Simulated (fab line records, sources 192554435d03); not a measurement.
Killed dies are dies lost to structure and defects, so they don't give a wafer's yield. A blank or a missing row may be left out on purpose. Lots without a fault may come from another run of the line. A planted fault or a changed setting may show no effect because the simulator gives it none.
Problem report in the 8D (eight disciplines) form, filled by code | flow n5_finfet | the parts of the form that need people (team, actions taken, sign-off) are left out

1. THE PROBLEM
killed_at_M4_up at N5_PASSIVATION_PROBE_49 reads a mean of 169 on 3 wafers of 2 lots; wafers without a fault read 15 with a standard deviation of 5.6. That is +28 standard deviations from the usual mean.
First seen on wafer L687.1, day 16 01:00, on prober-02. The record holds 24 wafers of 8 lots with a number at this step. Rule for "out", or "out of limits": more than 4 standard deviations from the usual mean. The other wafers with a number count as sound.

2. WHAT IT IS AND WHAT IT IS NOT
question                    | is                                                                                                   | is not
which readings at this step | killed_at_M4_up, defect_limited_yield, killed_dies, sort_bin_5_function, sort_n_pass, sort_yield_pct | killed_at_M0_to_M3, killed_at_contacts, killed_at_other, killed_open, killed_short
which lots                  | L687, L690                                                                                           | L672, L673, L678, L680, L691, L693
which wafers of those lots  | L687.1, L687.4, L690.3                                                                               | L687.2, L690.1, L690.2
read on which tools         | prober-02                                                                                            | prober-01
when                        | from day 16 01:00                                                                                    | up to then (12 sound wafers); but 9 sound wafers of L687, L690, L691, L693 came after

3. SUSPECTS, AND WHAT RULES EACH OUT
Counting: a tool at a process step up to the reading stays a suspect if it ran every lot that is out. Sound lots after the first of them don't rule it out here, since some wafers of a struck lot are sound.
- rie_diel-02 at N5_BEOL_M14_ETCH_67 (etches SiARC in CF4, target depth 143 nm, time 238.3 s): kept. It ran every lot that is out, first L687 (day 15 03:17); its last sound lot up to then is L680 (day 13 23:18).
- rie_diel-04 at N5_PASSIVATION_STRIP_48 (strips in O2): kept. It ran every lot that is out, first L687 (day 15 22:31); its last sound lot up to then is L680 (day 14 21:17).
- prober-02 at N5_PASSIVATION_PROBE_49: kept. It ran every lot that is out, first L687 (day 16 01:00); its last sound lot up to then is L680 (day 14 23:50). Its own readings are out on those wafers: defect_limited_yield, killed_at_M4_up, killed_dies, sort_bin_5_function, sort_n_pass, sort_yield_pct.
- Within rie_diel-02 at N5_BEOL_M14_ETCH_67: the wafers that are out ran in chamber 3; their sound lot-mates ran in chambers 0, 1.
- Within rie_diel-04 at N5_PASSIVATION_STRIP_48: the wafers that are out ran in chambers 0, 1; their sound lot-mates ran in chambers 2, 3.
Left after counting: rie_diel-02 at N5_BEOL_M14_ETCH_67, rie_diel-04 at N5_PASSIVATION_STRIP_48, prober-02 at N5_PASSIVATION_PROBE_49.

4. THE CAUSE (what the simulator had put in)
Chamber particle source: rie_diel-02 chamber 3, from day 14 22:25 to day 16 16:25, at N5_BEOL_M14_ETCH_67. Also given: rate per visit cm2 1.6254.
Counting left 3 suspects, and this tool is among them.

5. THE CHAIN OF EFFECTS, in route order
Each row: a reading whose mean over the struck wafers that have a number lies more than 3 standard deviations from the usual. Only readings for which the record gives a usual standard deviation are gone through. hours: the time from each lot's start at the first step in this table that gives one to its start at this step, as a median over the lots. sigmas: the change in usual standard deviations.
hours | step                    | reading              | usual  | on struck wafers | change | sigmas
0     | N5_PASSIVATION_PROBE_49 | defect_limited_yield | 91.3 % | 80.0             | -11.3  | -8.7
0     | N5_PASSIVATION_PROBE_49 | killed_at_M4_up      | 15     | 169              | +154   | +28
0     | N5_PASSIVATION_PROBE_49 | killed_dies          | 102    | 236              | +134   | +8.9
0     | N5_PASSIVATION_PROBE_49 | sort_bin_5_function  | 5.1 %  | 12.5             | +7.4   | +8.7
0     | N5_PASSIVATION_PROBE_49 | sort_n_pass          | 1078   | 944              | -134   | -8.9
0     | N5_PASSIVATION_PROBE_49 | sort_yield_pct       | 91.3 % | 80.0             | -11.3  | -8.7
The process steps in it:
- N5_PASSIVATION_PROBE_49

6. WHAT WOULD HAVE CAUGHT IT SOONER
In this record the first reading out of limits was taken at day 16 01:00, 27 hours after the fault began at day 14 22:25.
Of the tool readings at N5_BEOL_M14_ETCH_67 for which the record gives a usual standard deviation, none was out on any struck wafer, so an alarm limit of 4 standard deviations on them would not have fired.
Of the lots that are out (2), L690 began N5_BEOL_M14_ETCH_67 on rie_diel-02 after day 16 01:00. A hold on the tool at that time would have spared it.
